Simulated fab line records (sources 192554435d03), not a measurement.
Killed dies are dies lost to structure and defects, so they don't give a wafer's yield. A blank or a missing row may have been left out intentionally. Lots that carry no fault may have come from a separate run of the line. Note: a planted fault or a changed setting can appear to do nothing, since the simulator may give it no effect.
A lot that was struck, set against a sound lot / flow n5_finfet / 39 out of 1938 route steps
Sound: wafers L432.2, L432.3, L432.6. Wafers struck: L421.1, L421.3, L421.6. The cause is named last.
Order at every step that has rows: each side's tool, ch and its chambers, its first start. Under that, the readings that differ: sound wafers / struck wafers / difference of the means / sigmas: that difference in standard deviations of wafers without a fault.
alike: readings with means less than 2 such deviations apart, plus words and numbers identical on both sides. not compared: withheld readings, readings lacking a value on some wafer, bounds such as >300 that could conceal the same value, and numbers that have no deviation in the record and whose values overlap.
Wherever a step has rows on one side only, a row that says differs or no value, or a row with sigmas, the two part there. Numbers that don't overlap but have no deviation are shown without sigmas and don't part them. A reading that every wafer of one side lacks parts them only if that side has two wafers or more.

first, 12 steps without rows for these wafers: N5_SD_EPI_N_ETCH_35 (etches SOC in N2/H2, overetch 108 nm, time 486 s); N5_SD_EPI_N_STRIP_36 (strips in N2/H2); N5_SD_EPI_N_ETCHBACK_44 (etches SiNx in CH3F/O2, stops on SiO2, target depth 14.5 nm); N5_SD_EPI_N_ETCH_45 (etches SiOCN in CH3F/O2, target depth 6 nm); N5_SD_EPI_N_ETCH_16 (etches SiO2 in CHF3/O2, target depth 5 nm); N5_SD_EPI_N_STRIP_47 (strips in CHF3/O2); N5_SD_EPI_N_SD_RECESS_17 (chemistry HBr/Cl2/O2, target depth 41 nm, time 23.7 s, bt time 3 s); N5_SD_EPI_N_STRIP_38 (strips in N2/H2); N5_SD_EPI_N_WET_ETCH_43 (etches SiO2 in dHF, time 14 s, target depth 1.5 nm); N5_SD_EPI_N_STRIP_18 (strips in SPM, time 750 s); N5_SD_EPI_N_SRD_20 (time 30 s); N5_SD_EPI_N_PRECLEAN_48 (cleans in NF3:NH3, afs cycles 2, time 20 s, sublimation time 60 s).
N5_SD_EPI_N_VAPOR_ETCH_50: etches Si in HCl, time 54 s.
  struck on epi_rpcvd-03, day 4 21:53; sound on epi_rpcvd-03 ch 0, day 7 17:32
  no value came back on the struck wafers for chamber_pressure_Torr (Torr), lamp_inner_pct (%), throttle_valve_pct (%); on the sound wafers chamber_pressure_Torr (Torr) reads 19.98 20.04 20.05
then, 24 steps without rows for these wafers: N5_SD_EPI_N_EPI_21 (deposits Si:P, time 690 s); N5_SD_EPI_N_PRECLEAN_24 (cleans in O3/DIW, time 60 s); N5_SD_EPI_N_SRD_25 (time 30 s); N5_SD_EPI_N_PRECLEAN_49 (cleans in NF3:NH3, afs cycles 1, time 20 s, sublimation time 60 s); N5_SD_EPI_N_LINER_46 (material SiNx, target thk 3 nm); N5_SD_EPI_P_COAT_34 (time 60 s, resist thk 350 nm); N5_SD_EPI_P_COAT_35 (time 60 s, resist thk 35 nm); N5_SD_EPI_P_COAT_03 (resist thk 150 nm); N5_SD_EPI_P_EBR_05; N5_SD_EPI_P_SOFTBAKE_04 (time 60 s); N5_SD_EPI_P_EXPOSE_06 (exposes mask SD P BLK, target cd 240 nm); N5_SD_EPI_P_PEB_07 (peb time 60 s); N5_SD_EPI_P_DEVELOP_08 (develop time 30 s); N5_SD_EPI_P_DESCUM_14 (chemistry O2, time 7.9 s); N5_SD_EPI_P_ETCH_36 (etches SiARC in CF4, target depth 45.5 nm, time 75.8 s); N5_SD_EPI_P_ETCH_37 (etches SOC in N2/H2, overetch 108 nm, time 486 s); N5_SD_EPI_P_STRIP_38 (strips in N2/H2); N5_SD_EPI_P_ETCHBACK_46 (etches SiNx in CH3F/O2, stops on SiO2, target depth 17.5 nm); N5_SD_EPI_P_ETCH_47 (etches SiOCN in CH3F/O2, target depth 25 nm); N5_SD_EPI_P_ETCH_16 (etches SiO2 in CHF3/O2, target depth 5 nm); N5_SD_EPI_P_STRIP_50 (strips in CHF3/O2); N5_SD_EPI_P_SD_RECESS_17 (chemistry HBr/Cl2/O2, target depth 39.1 nm, bt time 3 s); N5_SD_EPI_P_WET_ETCH_45 (etches SiO2 in dHF, time 10.7 s, target depth 2 nm, rinse time 30 s); N5_SD_EPI_P_STRIP_40 (strips in N2/H2).
-- a jump in the record: the struck wafers' starts before and after are 5 days apart (it breaks off in module SD_EPI_P and resumes in module BEOL_M4, where the first step shown is number 1111 of the route) --
N5_BEOL_M4_RC_MEAS_101:
  sound on prober-01 ch 0, day 12 17:07; struck on prober-02 ch 0, day 10 09:14
reading=CJ_N; sound=4.37 4.35 4.35; struck=3.77 3.86 3.78; difference=-0.55; sigmas=-7
reading=DIBL_N (mV/V); sound=35.2 33.8 34.3; struck=24.9 23.8 24.2; difference=-10.1; sigmas=-8
reading=IOFF_N (nA/um); sound=0.164 0.130 0.150; struck=0.043 0.036 0.039; difference=-0.109; sigmas=-5
reading=IOFF_N_85C (nA/um); sound=3.2 2.7 3.0; struck=1.0 0.9 1.0; difference=-2.0; sigmas=-6
reading=IOFF_N_LIN (nA/um); sound=0.076 0.062 0.070; struck=0.027 0.023 0.025; difference=-0.044; sigmas=-6
reading=IOFF_N_LONG (nA/um); sound=5.71e-05 5.6e-05 5.64e-05; struck=4.59e-05 4.58e-05 4.61e-05; difference=-1.06e-05; sigmas=-6
reading=ION_N (uA/um); sound=682 660 668; struck=521 508 516; difference=-155; sigmas=-18
reading=REXT_N (ohm.um); sound=75.3 74.9 76.0; struck=161.1 159.0 160.5; difference=+84.8; sigmas=+57
reading=SS_N (mV/dec); sound=71.4 71.2 71.1; struck=70.1 68.8 69.8; difference=-1.7; sigmas=-4
reading=SS_P (mV/dec); sound=72.5 71.9 72.4; struck=74.2 73.0 73.8; difference=+1.4; sigmas=+3
reading=VT_N (mV); sound=247.2 252.8 249.9; struck=273.1 277.4 274.0; difference=+24.9; sigmas=+10
reading=VT_N_LVT (mV); sound=98.9 102.9 100.2; struck=122.4 124.2 124.8; difference=+23.1; sigmas=+8
  alike: DIBL_P, IOFF_P, ION_P, VT_P
-- a jump in the record: the struck wafers' starts before and after are 4 days apart (it breaks off in module BEOL_M4 and resumes in module PASSIVATION, where the first step shown is number 1936 of the route) --
N5_PASSIVATION_PROBE_49:
  sound: prober-02 at day 17 10:13; struck: prober-02 at day 14 20:57
reading=sort_bin_8_speed (%); sound=0 0 0; struck=89.58 91.53 90.51; difference=+90.54; sigmas=
reading=sort_n_pass; sound=1063 1079 1075; struck=0 0 0; difference=-1072; sigmas=-60
reading=sort_yield_pct (%); sound=90.1 91.4 91.1; struck=0 0 0; difference=-91; sigmas=-61
  alike: defect_limited_yield, killed_at_M0_to_M3, killed_at_M4_up, killed_at_contacts, killed_at_front_end, killed_at_other, killed_dies, killed_open, killed_short, sort_bin_5_function, sort_bin_6_memory

== WHERE THEY PART ==
At N5_SD_EPI_N_VAPOR_ETCH_50 first; at N5_PASSIVATION_PROBE_49 last (within this record only).

WHY: whatever the simulator had introduced
Skipped step whole: epi_rpcvd-03, from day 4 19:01 on, at N5_SD_EPI_N_VAPOR_ETCH_50. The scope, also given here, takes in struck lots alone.
